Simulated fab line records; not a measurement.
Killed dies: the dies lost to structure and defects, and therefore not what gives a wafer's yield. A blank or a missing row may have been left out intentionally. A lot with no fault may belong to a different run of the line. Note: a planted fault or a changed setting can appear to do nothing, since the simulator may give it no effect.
fab line records ; flow n5_finfet
record lots=7; wafers=21
route steps=1938 shown BEOL_M14@1753 BEOL_M15@1797 MIM_BOT@1833 PASSIVATION@1930
start_h: start of the lot's first displayed wafer, in hours after the record's first day ; wait_h: hours elapsed since this lot's preceding step ; " same as the row above ; L1.1+2: one row covering several wafers at once ; - no value, or no start was given ; * or withheld: withheld ; < > ~ a bound
route shown NAME@n: NAME is a module with steps in the file, n the number in the route of the first one ; usual: mean and standard deviation over wafers with no fault ; same: alike in all rows ; chamber/n: place in a boat ; sites: readings site by site ; _std_site: the values' standard deviation ; _edge_site: outer sites' mean less inner sites' ; radius_mm: how far each site lies from the wafer's centre ; mask NAME#n: copy n ; behind: tool/chamber where the wafer was last shaped ; hold: what put the lot on hold/how long, in hours/how the hold closed ; device: transistor that didn't switch, given as n, p or np ; end of line: tests of these same wafers at the route's end ; a step without rows: its recipe alone ; killed: at the first sort, the dies lost to defects and structure; wafer yield is something else ; map: a wafer's dies, marking killed ones x, the rest . and places with no die _
set.NAME: the setting that was run; set.NAME@STEP: the one run at that earlier step ; model.NAME: the simulator's own value behind a step, which no gauge read
lots run with intentionally changed settings; tables by step, rows by wafer
## steps
# step N5_BEOL_M14_TRENCH_ETCH_34
# recipe chemistry=C4F8/O2/Ar; target=SiO2; target_depth_a=5566.5; mask_material=SOC; he_inner_torr=15; he_outer_torr=30; time_s=126.9; ion_energy_ev=800; pressure_mtorr=20; source_w=1905; bias_w=2040; Ar_flow_sccm=400; C4F8_flow_sccm=16; O2_flow_sccm=12
lot.wafer;tool;chamber;start_h;wait_h;set.time_s;model.etch.depth_nm
L074.1;rie_diel-02;0;240.60;0.0;126.9;543.2
L074.2;rie_diel-02;1;240.60;0.0;126.9;553.6
L074.6;rie_diel-02;3;240.60;0.0;126.9;577.1
L075.1;rie_diel-06;1;258.70;0.0;126.9;547.2
L075.4;rie_diel-06;2;258.70;0.0;141.1;579.7
L075.5;rie_diel-06;1;258.70;0.0;141.1;607.2
L076.2;rie_diel-02;3;265.71;0.0;146.8;677.8
L076.3;rie_diel-02;1;265.71;0.0;126.9;554.8
L076.6;rie_diel-02;1;265.71;0.0;126.9;553.5
L079.2;rie_diel-06;0;279.89;0.0;110;502
L079.3;rie_diel-06;2;279.89;0.0;126.9;518.7
L079.4;rie_diel-06;3;279.89;0.0;126.9;537.8
L080.3;rie_diel-06;1;290.76;0.0;142.7;618.6
L080.5;rie_diel-06;1;290.76;0.0;126.9;546.1
L080.6;rie_diel-06;0;290.76;0.0;142.7;659.7
L092.1;rie_diel-04;1;352.49;0.0;126.9;554.8
L092.4;rie_diel-04;3;352.49;0.0;99.64;449.5
L092.5;rie_diel-04;1;352.49;0.0;99.64;430.9
L096.2;rie_diel-02;3;384.44;0.0;126.9;579.2
L096.4;rie_diel-02;2;384.44;0.0;126.9;552.6
L096.6;rie_diel-02;1;384.44;0.0;152.5;663.5
# step N5_BEOL_M14_STRIP_70
# recipe chemistry=C4F8/O2/Ar; resist=SiARC; rf_frequency_hz=6e+07
# step N5_BEOL_M14_OCD_MEAS_35
# usual trench_depth_nm=555/18
lot.wafer;tool;chamber;start_h;wait_h;set.time_s@BEOL_M14_TRENCH_ETCH_34;trench_depth_nm
L074.1;ocd-02;-;240.76;0.0;126.9;543
L074.2;ocd-02;-;240.76;0.0;126.9;554
L074.6;ocd-02;-;240.76;0.0;126.9;577
L075.1;ocd-01;-;258.85;0.0;126.9;547
L075.4;ocd-01;-;258.85;0.0;141.1;580
L075.5;ocd-01;-;258.85;0.0;141.1;607
L076.2;ocd-02;-;265.87;0.0;146.8;677
L076.3;ocd-02;-;265.87;0.0;126.9;554
L076.6;ocd-02;-;265.87;0.0;126.9;553
L079.2;ocd-02;-;280.04;0.0;110;501
L079.3;ocd-02;-;280.04;0.0;126.9;519
L079.4;ocd-02;-;280.04;0.0;126.9;538
L080.3;ocd-01;-;290.91;0.0;142.7;619
L080.5;ocd-01;-;290.91;0.0;126.9;546
L080.6;ocd-01;-;290.91;0.0;142.7;660
L092.1;ocd-01;-;352.66;0.0;126.9;555
L092.4;ocd-01;-;352.66;0.0;99.64;449
L092.5;ocd-01;-;352.66;0.0;99.64;431
L096.2;ocd-02;-;384.59;0.0;126.9;579
L096.4;ocd-02;-;384.59;0.0;126.9;553
L096.6;ocd-02;-;384.59;0.0;152.5;663
# step N5_BEOL_M14_STRIP_37
# recipe chemistry=O2; power_w=600; temp_c=60; pressure_mtorr=30; rf_frequency_hz=6e+07; bias_power_w=0; overash_fraction=0.3; o2_flow_sccm=225
# step N5_BEOL_M14_ETCH_38
# recipe chemistry=CF4/N2; target=SiCN; target_depth_a=1065; taper_deg=2; time_s=120.6; ion_energy_ev=150; mask_material=SiO2; pressure_mtorr=40; source_w=430; bias_w=70; Ar_flow_sccm=100; cf4_flow_sccm=60; n2_flow_sccm=60
# step N5_BEOL_M14_ECD_47
# recipe material=Cu; target_thk_a=12480
# step N5_BEOL_M14_ANNEAL_48
# recipe temp_c=225; time_s=90; ambient=N2
# step N5_BEOL_M14_CMP_49
# recipe stop_on=SiO2; t_overpolish_s=5.2; down_force_psi=2; platen_rpm=80; clearing_platen_down_force_psi=2; clearing_platen_rpm=80; post_cmp_clean=cu_alkaline; target_thk_nm=560; clearing_platen_pad_velocity_m_s=1.5917; pad_velocity_m_s=1.5917
lot.wafer;tool;chamber;start_h;wait_h;set.time_s@BEOL_M14_TRENCH_ETCH_34;model.Cu_of_BEOL_M14_ECD_47.thk_nm
L074.1;cmp-01;2;242.74;0.3;126.9;547.6
L074.2;cmp-01;3;242.74;0.3;126.9;558.6
L074.6;cmp-01;2;242.74;0.3;126.9;581.8
L075.4;cmp-01;3;262.91;0.3;141.1;584
L075.1;cmp-01;0;262.91;0.3;126.9;552.4
L075.5;cmp-01;3;262.91;0.3;141.1;612.4
L076.2;cmp-01;0;268.27;0.3;146.8;682.6
L076.3;cmp-01;2;268.27;0.3;126.9;558.4
L076.6;cmp-01;0;268.27;0.3;126.9;559
L079.3;cmp-02;2;281.74;0.2;126.9;523
L079.2;cmp-02;0;281.74;0.2;110;504.8
L079.4;cmp-02;1;281.74;0.2;126.9;542.2
L080.3;cmp-03;0;293.27;0.3;142.7;623.4
L080.6;cmp-03;1;293.27;0.3;142.7;664.4
L080.5;cmp-03;2;293.27;0.3;126.9;549.2
L092.4;cmp-03;2;354.89;0.1;99.64;453.2
L092.1;cmp-03;1;354.89;0.1;126.9;558.8
L092.5;cmp-03;2;354.89;0.1;99.64;435
L096.2;cmp-01;0;386.48;0.3;126.9;583.2
L096.4;cmp-01;1;386.48;0.3;126.9;554.2
L096.6;cmp-01;0;386.48;0.3;152.5;667
# step N5_BEOL_M14_THK_MEAS_50
# recipe thk_meas_gauge=xrf; reads=Cu_of_BEOL_M14_ECD_47
# usual M14_THK=562/18
lot.wafer;tool;chamber;start_h;wait_h;set.time_s@BEOL_M14_TRENCH_ETCH_34;M14_THK[nm]
L074.1;film_metro-02;-;243.04;-;126.9;547
L074.2;film_metro-02;-;243.04;-;126.9;558
L074.6;film_metro-02;-;243.04;-;126.9;578
L075.1;film_metro-02;-;263.20;-;126.9;554
L075.4;film_metro-02;-;263.20;-;141.1;583
L075.5;film_metro-02;-;263.20;-;141.1;614
L076.2;film_metro-01;-;268.56;-;146.8;689
L076.3;film_metro-01;-;268.56;-;126.9;562
L076.6;film_metro-01;-;268.56;-;126.9;563
L079.2;film_metro-02;-;282.04;-;110;505
L079.3;film_metro-02;-;282.04;-;126.9;522
L079.4;film_metro-02;-;282.04;-;126.9;547
L080.3;film_metro-02;-;293.45;-;142.7;632
L080.5;film_metro-02;-;293.45;-;126.9;555
L080.6;film_metro-02;-;293.45;-;142.7;672
L092.1;film_metro-01;-;355.19;-;126.9;566
L092.4;film_metro-01;-;355.19;-;99.64;458
L092.5;film_metro-01;-;355.19;-;99.64;441
L096.2;film_metro-01;-;386.74;-;126.9;586
L096.4;film_metro-01;-;386.74;-;126.9;557
L096.6;film_metro-01;-;386.74;-;152.5;672
# step N5_BEOL_M14_PRE_CLEAN_52
# recipe gas=NH3; time_s=15; temp_c=withheld; rf_power_w=300
# step N5_BEOL_M14_DEP_53
# recipe material=SiCN; target_thk_a=500; temp_c=withheld; precursor=3MS/NH3; pressure_torr=3; rf_w=675; time_s=17.8
# step N5_BEOL_M14_RS_MEAS_54
# recipe thk_meas_gauge=four-point-probe; reads=Cu_of_BEOL_M14_ECD_47+Ta_of_BEOL_M14_SPUTTER_44+TaN_of_BEOL_M14_SPUTTER_43
# usual M14_RS=0.0333/0.0011
lot.wafer;tool;chamber;start_h;wait_h;set.time_s@BEOL_M14_TRENCH_ETCH_34;M14_RS[ohm/sq]
L074.1;film_metro-01;-;243.17;0.0;126.9;0.0339
L074.2;film_metro-01;-;243.17;0.0;126.9;0.0332
L074.6;film_metro-01;-;243.17;0.0;126.9;0.0319
L075.1;film_metro-02;-;263.33;0.0;126.9;0.0337
L075.4;film_metro-02;-;263.33;0.0;141.1;0.0318
L075.5;film_metro-02;-;263.33;0.0;141.1;0.0303
L076.2;film_metro-01;-;268.69;0.1;146.8;0.0271
L076.3;film_metro-01;-;268.69;0.1;126.9;0.0333
L076.6;film_metro-01;-;268.69;0.1;126.9;0.0332
L079.2;film_metro-02;-;282.17;0.1;110;0.0369
L079.3;film_metro-02;-;282.17;0.1;126.9;0.0356
L079.4;film_metro-02;-;282.17;0.1;126.9;0.0344
L080.3;film_metro-02;-;293.58;0.1;142.7;0.0298
L080.5;film_metro-02;-;293.58;0.1;126.9;0.0339
L080.6;film_metro-02;-;293.58;0.1;142.7;0.0279
L092.1;film_metro-02;-;355.32;0.0;126.9;0.0332
L092.4;film_metro-02;-;355.32;0.0;99.64;0.0413
L092.5;film_metro-02;-;355.32;0.0;99.64;0.0430
L096.2;film_metro-02;-;386.87;0.1;126.9;0.0318
L096.4;film_metro-02;-;386.87;0.1;126.9;0.0335
L096.6;film_metro-02;-;386.87;0.1;152.5;0.0278
# step N5_BEOL_M15_COAT_22
# recipe spin_rpm=1704; resist_thk_nm=800
lot.wafer;tool;chamber;start_h;wait_h;set.spin_rpm;model.coat_of_BEOL_M15_COAT_22.thk_nm
L074.1;litho_track-01;0;-;-;1704;799.6
L074.2;litho_track-01;0;-;-;1704;800.4
L074.6;litho_track-01;0;-;-;1704;802.2
L075.1;litho_track-04;0;-;-;1704;804.6
L075.4;litho_track-04;0;-;-;1704;802.4
L075.5;litho_track-04;0;-;-;1587;833.6
L076.2;litho_track-04;0;-;-;1704;806
L076.3;litho_track-04;0;-;-;1704;804.4
L076.6;litho_track-04;0;-;-;1579;832
L079.2;litho_track-03;0;-;-;1704;802.2
L079.3;litho_track-03;0;-;-;1872;766.4
L079.4;litho_track-03;0;-;-;1704;799.6
L080.3;litho_track-03;0;-;-;1704;802.6
L080.5;litho_track-03;0;-;-;1704;803.6
L080.6;litho_track-03;0;-;-;1704;801.8
L092.1;litho_track-04;0;-;-;1704;803.8
L092.4;litho_track-04;0;-;-;1889;765.8
L092.5;litho_track-04;0;-;-;1889;764.6
L096.2;litho_track-04;0;-;-;1704;801.8
L096.4;litho_track-04;0;-;-;1583;834.6
L096.6;litho_track-04;0;-;-;1583;831.6
# step N5_BEOL_M15_EXPOSE_25
# recipe mask_id=M15; na=0.8; source_shape=annular; sigma_inner=0.5; sigma_outer=0.8; polarization=unpolarized; target_cd_nm=400; dose_mj=35.5
lot.wafer;tool;chamber;start_h;wait_h;mask;set.dose_mj
L074.1+2+6;krf_scanner-02;0;245.32;-;M15#0;35.5
L075.1+5;krf_scanner-01;0;265.54;-;M15#0;35.5
L075.4;krf_scanner-01;0;265.54;-;M15#0;37.24
L076.2+3;krf_scanner-01;0;270.91;-;M15#0;35.5
L076.6;krf_scanner-01;0;270.91;-;M15#0;33.25
L079.2+3;krf_scanner-01;0;284.20;-;M15#0;36.18
L079.4;krf_scanner-01;0;284.20;-;M15#0;35.5
L080.3+6;krf_scanner-01;0;295.80;-;M15#0;37.27
L080.5;krf_scanner-01;0;295.80;-;M15#0;35.5
L092.1;krf_scanner-01;0;357.57;-;M15#0;34.62
L092.4+5;krf_scanner-01;0;357.57;-;M15#0;35.5
L096.2+4+6;krf_scanner-02;0;389.91;-;M15#0;35.5
# step N5_BEOL_M15_PEB_26
# recipe peb_temp_c=130; peb_time_s=90
# step N5_BEOL_M15_DEVELOP_27
# recipe develop_time_s=45; rinse_liquid=diw; dry=air_spin; dev_temp_c=21
# step N5_BEOL_M15_HARDBAKE_32
# recipe temp_c=130; time_s=120
# step N5_BEOL_M15_CD_MEAS_28
# recipe target_cd_nm=407.6; landing_energy_ev=500; detector=se_inlens
# usual cd_nm=409.8/2.2
lot.wafer;tool;chamber;start_h;wait_h;set.dose_mj@BEOL_M15_EXPOSE_25;cd_nm
L074.1;cd_sem-02;0;245.49;-;35.5;410.6
L074.2;cd_sem-02;0;245.49;-;35.5;408.4
L074.6;cd_sem-02;0;245.49;-;35.5;412.9
L075.1;cd_sem-01;0;265.71;-;35.5;412.4
L075.4;cd_sem-01;0;265.71;-;37.24;417.0
L075.5;cd_sem-01;0;265.71;-;35.5;406.9
L076.2;cd_sem-02;0;271.08;-;35.5;412.0
L076.3;cd_sem-02;0;271.08;-;35.5;411.4
L076.6;cd_sem-02;0;271.08;-;33.25;397.6
L079.2;cd_sem-02;0;284.37;-;36.18;412.5
L079.3;cd_sem-02;0;284.37;-;36.18;412.7
L079.4;cd_sem-02;0;284.37;-;35.5;410.1
L080.3;cd_sem-01;0;295.96;-;37.27;420.8
L080.5;cd_sem-01;0;295.96;-;35.5;409.5
L080.6;cd_sem-01;0;295.96;-;37.27;420.7
L092.1;cd_sem-03;0;357.74;-;34.62;404.9
L092.4;cd_sem-03;0;357.74;-;35.5;415.7
L092.5;cd_sem-03;0;357.74;-;35.5;414.6
L096.2;cd_sem-02;0;390.08;-;35.5;408.1
L096.4;cd_sem-02;0;390.08;-;35.5;405.7
L096.6;cd_sem-02;0;390.08;-;35.5;404.8
# step N5_BEOL_M15_DESCUM_33
# recipe chemistry=O2; time_s=7.9; source_power_w=50; bias_power_w=20; pressure_mtorr=20; rf_frequency_hz=2.712e+07; temp_c=40; o2_flow_sccm=225
lot.wafer;tool;chamber;start_h;wait_h;set.dose_mj@BEOL_M15_EXPOSE_25;model.BEOL_M15.cd_nm
L074.1;rie_diel-05;3;245.65;0.1;35.5;410.4
L074.2;rie_diel-05;2;245.65;0.1;35.5;408.6
L074.6;rie_diel-05;1;245.65;0.1;35.5;412.6
L075.1;rie_diel-03;3;265.80;0.0;35.5;412.8
L075.4;rie_diel-03;2;265.80;0.0;37.24;417.4
L075.5;rie_diel-03;2;265.80;0.0;35.5;407.8
L076.2;rie_diel-03;2;271.19;0.1;35.5;412.2
L076.3;rie_diel-03;3;271.19;0.1;35.5;411.6
L076.6;rie_diel-03;3;271.19;0.1;33.25;397.6
L079.2;rie_diel-05;2;284.46;0.0;36.18;412.6
L079.3;rie_diel-05;1;284.46;0.0;36.18;412
L079.4;rie_diel-05;3;284.46;0.0;35.5;410.6
L080.3;rie_diel-05;1;296.04;0.0;37.27;420.6
L080.5;rie_diel-05;1;296.04;0.0;35.5;409
L080.6;rie_diel-05;2;296.04;0.0;37.27;421
L092.1;rie_diel-03;1;357.83;0.0;34.62;404.6
L092.4;rie_diel-03;2;357.83;0.0;35.5;415.8
L092.5;rie_diel-03;1;357.83;0.0;35.5;414.8
L096.2;rie_diel-03;2;390.19;0.1;35.5;408.2
L096.4;rie_diel-03;1;390.19;0.1;35.5;405
L096.6;rie_diel-03;3;390.19;0.1;35.5;404.6
# step N5_BEOL_M15_ETCH_61
# recipe chemistry=N2/H2; target=BARC; target_depth_a=890; overetch_a=267; time_s=67.9; ion_energy_ev=200; pressure_mtorr=30; source_w=840; bias_w=150; n2_flow_sccm=200; h2_flow_sccm=200
lot.wafer;tool;chamber;start_h;wait_h;set.spin_rpm@BEOL_M15_COAT_22;model.coat_of_BEOL_M15_COAT_22.thk_nm
L074.1;rie_diel-05;3;245.69;0.0;1704;711.4
L074.2;rie_diel-05;2;245.69;0.0;1704;718.2
L074.6;rie_diel-05;1;245.69;0.0;1704;722.2
L075.1;rie_diel-03;3;265.83;0.0;1704;717.2
L075.4;rie_diel-03;2;265.83;0.0;1704;719
L075.5;rie_diel-03;2;265.83;0.0;1587;750.2
L076.2;rie_diel-03;2;271.22;0.0;1704;722.8
L076.3;rie_diel-03;3;271.22;0.0;1704;716.4
L076.6;rie_diel-03;3;271.22;0.0;1579;744.2
L079.2;rie_diel-05;2;284.49;0.0;1704;719.6
L079.3;rie_diel-05;1;284.49;0.0;1872;685.6
L079.4;rie_diel-05;3;284.49;0.0;1704;709.8
L080.3;rie_diel-05;1;296.08;0.0;1704;724.4
L080.5;rie_diel-05;1;296.08;0.0;1704;724.8
L080.6;rie_diel-05;2;296.08;0.0;1704;721
L092.1;rie_diel-03;1;357.87;0.0;1704;719.6
L092.4;rie_diel-03;2;357.87;0.0;1889;681.6
L092.5;rie_diel-03;1;357.87;0.0;1889;681
L096.2;rie_diel-03;2;390.23;0.0;1704;717.2
L096.4;rie_diel-03;1;390.23;0.0;1583;752.2
L096.6;rie_diel-03;3;390.23;0.0;1583;744.2
# step N5_BEOL_M15_TRENCH_ETCH_34
# recipe chemistry=C4F8/O2/Ar; target=SiO2; target_depth_a=8729.3; he_inner_torr=15; he_outer_torr=30; time_s=199; ion_energy_ev=800; pressure_mtorr=20; source_w=1905; bias_w=2040; Ar_flow_sccm=400; C4F8_flow_sccm=16; O2_flow_sccm=12
lot.wafer;tool;chamber;start_h;wait_h;set.spin_rpm@BEOL_M15_COAT_22;model.coat_of_BEOL_M15_COAT_22.thk_nm
L074.1;rie_diel-05;3;245.74;0.0;1704;530.6
L074.2;rie_diel-05;2;245.74;0.0;1704;546.2
L074.6;rie_diel-05;1;245.74;0.0;1704;554.2
L075.1;rie_diel-03;3;265.88;0.0;1704;535.4
L075.4;rie_diel-03;2;265.88;0.0;1704;540.6
L075.5;rie_diel-03;2;265.88;0.0;1587;573
L076.2;rie_diel-03;2;271.27;0.0;1704;544.4
L076.3;rie_diel-03;3;271.27;0.0;1704;532.4
L076.6;rie_diel-03;3;271.27;0.0;1579;559.2
L079.2;rie_diel-05;2;284.54;0.0;1704;549.2
L079.3;rie_diel-05;1;284.54;0.0;1872;519.6
L079.4;rie_diel-05;3;284.54;0.0;1704;530.6
L080.3;rie_diel-05;1;296.13;0.0;1704;559.4
L080.5;rie_diel-05;1;296.13;0.0;1704;560.2
L080.6;rie_diel-05;2;296.13;0.0;1704;552
L092.1;rie_diel-03;1;357.92;0.0;1704;540.8
L092.4;rie_diel-03;2;357.92;0.0;1889;501.8
L092.5;rie_diel-03;1;357.92;0.0;1889;502
L096.2;rie_diel-03;2;390.28;0.0;1704;537
L096.4;rie_diel-03;1;390.28;0.0;1583;574
L096.6;rie_diel-03;3;390.28;0.0;1583;560.6
# step N5_MIM_BOT_SPUTTER_00
# recipe material=TiN; target_thk_a=350; temp_c=200; power_w=3000; chamber_pressure_pa=0.49996; gas=Ar; reactive_partial_pa=0.37997; time_s=89.7
lot.wafer;tool;chamber;start_h;wait_h;set.time_s;model.TiN_of_MIM_BOT_SPUTTER_00.thk_nm
L074.1+6;pvd_sputter-03;-;253.50;0.0;89.7;35.8
L074.2;pvd_sputter-03;-;253.50;0.0;89.7;35.6
L075.1;pvd_sputter-02;-;275.34;0.0;89.7;35.2
L075.4+5;pvd_sputter-02;-;275.34;0.0;89.7;35
L076.2+6;pvd_sputter-03;-;280.80;0.0;89.7;34.8
L076.3;pvd_sputter-03;-;280.80;0.0;77.83;30.6
L079.2;pvd_sputter-01;-;292.19;0.0;89.7;35
L079.3;pvd_sputter-01;-;292.19;0.0;89.7;34.8
L079.4;pvd_sputter-01;-;292.19;0.0;89.7;33.8
L080.3;pvd_sputter-03;-;301.39;0.0;77.23;30.4
L080.5;pvd_sputter-03;-;301.39;0.0;77.23;29.4
L080.6;pvd_sputter-03;-;301.39;0.0;89.7;35
L092.1;pvd_sputter-01;-;364.68;0.0;89.7;34.4
L092.4+5;pvd_sputter-01;-;364.68;0.0;85;32.2
L096.2;pvd_sputter-03;-;394.83;0.0;89.7;34.8
L096.4;pvd_sputter-03;-;394.83;0.0;79.33;31.4
L096.6;pvd_sputter-03;-;394.83;0.0;89.7;34.4
# step N5_PASSIVATION_ETCH_54
# recipe chemistry=CHF3/O2; target=SiO2; target_depth_a=8800; CHF3_flow_sccm=50; O2_flow_sccm=5; Ar_flow_sccm=200; time_s=440; mask_material=PR; pressure_mtorr=30; source_w=650; bias_w=170; ion_energy_ev=200
lot.wafer;tool;chamber;start_h;wait_h;set.time_s;model.PASSIVATION.feature_depth_nm;model.etch.depth_nm
L074.1;rie_diel-04;1;264.82;0.1;440;897.8;897.9
L074.2;rie_diel-04;0;264.82;0.1;440;868.2;868.1
L074.6;rie_diel-04;3;264.82;0.1;440;901.2;901.2
L075.1;rie_diel-06;0;283.87;0.1;495;1009;1009
L075.4;rie_diel-06;2;283.87;0.1;440;837.2;837.3
L075.5;rie_diel-06;1;283.87;0.1;495;990.8;990.8
L076.2;rie_diel-04;1;291.23;0.1;440;886.6;886.7
L076.3;rie_diel-04;3;291.23;0.1;523.1;1069;1069
L076.6;rie_diel-04;1;291.23;0.1;523.1;1052;1052
L079.2;rie_diel-06;2;303.15;0.1;479.5;898.8;898.8
L079.3;rie_diel-06;3;303.15;0.1;479.5;946.8;946.9
L079.4;rie_diel-06;0;303.15;0.1;479.5;967.6;967.5
L080.3;rie_diel-06;0;311.03;0.1;398.9;808.8;808.7
L080.5;rie_diel-06;0;311.03;0.1;440;893.8;893.8
L080.6;rie_diel-06;1;311.03;0.1;440;884.6;884.5
L092.1;rie_diel-04;0;374.74;0.1;440;870.6;870.7
L092.4;rie_diel-04;2;374.74;0.1;440;865.6;865.5
L092.5;rie_diel-04;2;374.74;0.1;502.1;986.8;986.7
L096.2;rie_diel-02;1;412.59;0.1;440;859.2;859.2
L096.4;rie_diel-02;0;412.59;0.1;440;889.6;889.7
L096.6;rie_diel-02;1;412.59;0.1;506.4;989.6;989.6
## key
split step=N5_BEOL_M14_TRENCH_ETCH_34; setting=time_s; stated=126.9; by=wafer
response step=N5_BEOL_M14_TRENCH_ETCH_34; reading=model.etch.depth_nm; change=+5.34; per=1%; r=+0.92
response step=N5_BEOL_M14_OCD_MEAS_35; reading=trench_depth_nm; change=+5.34; per=1%; r=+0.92
response step=N5_BEOL_M14_CMP_49; reading=model.Cu_of_BEOL_M14_ECD_47.thk_nm; change=+5.38; per=1%; r=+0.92
response step=N5_BEOL_M14_THK_MEAS_50; reading=M14_THK; change=+5.47; per=1%; r=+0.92
response step=N5_BEOL_M14_RS_MEAS_54; reading=M14_RS; change=-0.00032; per=1%; r=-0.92
split step=N5_BEOL_M15_COAT_22; setting=spin_rpm; stated=1704; by=wafer
response step=N5_BEOL_M15_COAT_22; reading=model.coat_of_BEOL_M15_COAT_22.thk_nm; change=-3.78; per=1%; r=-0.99
response step=N5_BEOL_M15_ETCH_61; reading=model.coat_of_BEOL_M15_COAT_22.thk_nm; change=-3.61; per=1%; r=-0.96
response step=N5_BEOL_M15_TRENCH_ETCH_34; reading=model.coat_of_BEOL_M15_COAT_22.thk_nm; change=-3.36; per=1%; r=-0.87
split step=N5_BEOL_M15_EXPOSE_25; setting=dose_mj; stated=35.5; by=wafer
response step=N5_BEOL_M15_CD_MEAS_28; reading=cd_nm; change=+2.14; per=1%; r=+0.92
response step=N5_BEOL_M15_DESCUM_33; reading=model.BEOL_M15.cd_nm; change=+2.16; per=1%; r=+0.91
split step=N5_MIM_BOT_SPUTTER_00; setting=time_s; stated=89.7; by=wafer
response step=N5_MIM_BOT_SPUTTER_00; reading=model.TiN_of_MIM_BOT_SPUTTER_00.thk_nm; change=+0.331; per=1%; r=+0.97
split step=N5_PASSIVATION_ETCH_54; setting=time_s; stated=440; by=wafer
response step=N5_PASSIVATION_ETCH_54; reading=model.PASSIVATION.feature_depth_nm; change=+9.24; per=1%; r=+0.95
response step=N5_PASSIVATION_ETCH_54; reading=model.etch.depth_nm; change=+9.23; per=1%; r=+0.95
